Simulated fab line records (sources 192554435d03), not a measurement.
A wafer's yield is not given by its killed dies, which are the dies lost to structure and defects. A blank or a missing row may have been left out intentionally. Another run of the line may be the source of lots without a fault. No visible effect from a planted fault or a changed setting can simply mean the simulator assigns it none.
Which tool was responsible? + flow n5-finfet + 12 lots, 36 wafers sampled, at 1 step of a route of 1938

## WHAT THE GAUGES SHOWED, per wafer
N5_BEOL_M12_OCD_MEAS_35.
| lot  | measured     | on     | trench-depth-nm (nm) |
|------|--------------|--------|----------------------|
| L074 | day 10 13:44 | ocd-02 | 320 317 307          |
| L076 | day 11 04:10 | ocd-02 | 323 320 324          |
| L078 | day 11 14:23 | ocd-01 | 330 324 324          |
| L081 | day 11 20:58 | ocd-02 | 307 326 306          |
| L083 | day 12 11:55 | ocd-02 | 304 324 315          |
| L086 | day 13 22:05 | ocd-02 | 303 315 321          |
| L085 | day 14 00:10 | ocd-01 | 320 318 317          |
| L089 | day 14 15:37 | ocd-02 | 320 322 321          |
| L090 | day 14 21:22 | ocd-02 | 312 307 325          |
| L092 | day 15 02:47 | ocd-01 | 327 319 327          |
| L095 | day 16 02:33 | ocd-01 | 314 318 317          |
| L097 | day 16 20:07 | ocd-01 | 320 318 327          |

## EACH LOT AND THE TOOL THAT RAN IT (in order: tool; ch and the chambers of the sampled wafers; start)
The record shows no process step preceding these readings.

## THE ANSWER, worked out from the rows above alone
Rule: usual is defined by the lots themselves. The widest of any qualifying gaps counts: lots, ordered by their means at a reading, are off when they make up no more than a third of the lots, leave a main group of 4 or more, and stand apart from it by 3 or more times the standard deviation of that group's means. A main group whose means are all the same, to the digits that the tables above print for the reading, isn't used. A lot without any number at a reading at which 4 lots or more have one is off too. The other lots that the step has rows for count as sound.
None of the lots is off at any reading shown; this tells nothing.

## WHAT HAD BEEN PUT IN BY THE SIMULATOR
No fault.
